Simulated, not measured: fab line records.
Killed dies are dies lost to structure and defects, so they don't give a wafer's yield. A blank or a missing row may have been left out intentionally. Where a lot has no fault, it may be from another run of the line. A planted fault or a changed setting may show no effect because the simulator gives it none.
Matching of chambers ; flow nandHarc ; 4 sister chambers for NHARC_A_STAIRCASE_TRIM_20 on rieDiel-04
The step chemistry O2, time 211.2 s. 4 wafers are shown with their chamber, then 12 later ones without.

== EACH WAFER AND ITS CHAMBER ==
wafer;chamber;drypumpMotorCurrentA (A)
L084.3;3;5.5
L086.2;2;6.3
L093.1;1;6.3
L093.5;0;6.2

== WAFERS MISSING THEIR CHAMBER ==
wafer;drypumpMotorCurrentA (A)
L093.2;5.4
L093.4;5.5
L093.6;6.3
L094.3;6.3
L094.4;6.2
L094.5;5.5
L096.1;6.2
L096.2;6.3
L096.6;5.5
L096.3;5.5
L096.4;6.3
L096.5;6.3

== THE CHAMBER EACH PASSED THROUGH ==
wafer;from the rows above;in truth
L093.2;3;3
L093.4;3;3
L093.6;can't be placed: 1 or 2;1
L094.3;can't be placed: 1 or 2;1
L094.4;0;0
L094.5;3;3
L096.1;0;0
L096.2;can't be placed: 1 or 2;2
L096.6;3;3
L096.3;3;3
L096.4;can't be placed: 1 or 2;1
L096.5;can't be placed: 1 or 2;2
7 of 12 placed correctly. Can't be placed from these rows: 5 (the true chamber is among the candidates in 5). Number placed wrongly: 0.
How it was worked out, from the rows above alone: a wafer's distance from a chamber is the root of the sum, over the readings, of the square of ((its reading less the chamber's mean) divided by the reading's scatter). The wafer belongs to the nearest chamber; if the next one is less than 2 further off, it can't be placed. Each chamber's mean is taken over the wafers shown for it. The scatter: with one shown wafer a chamber, the root of the mean of the squares of how far each hidden wafer lies from its nearest shown one.
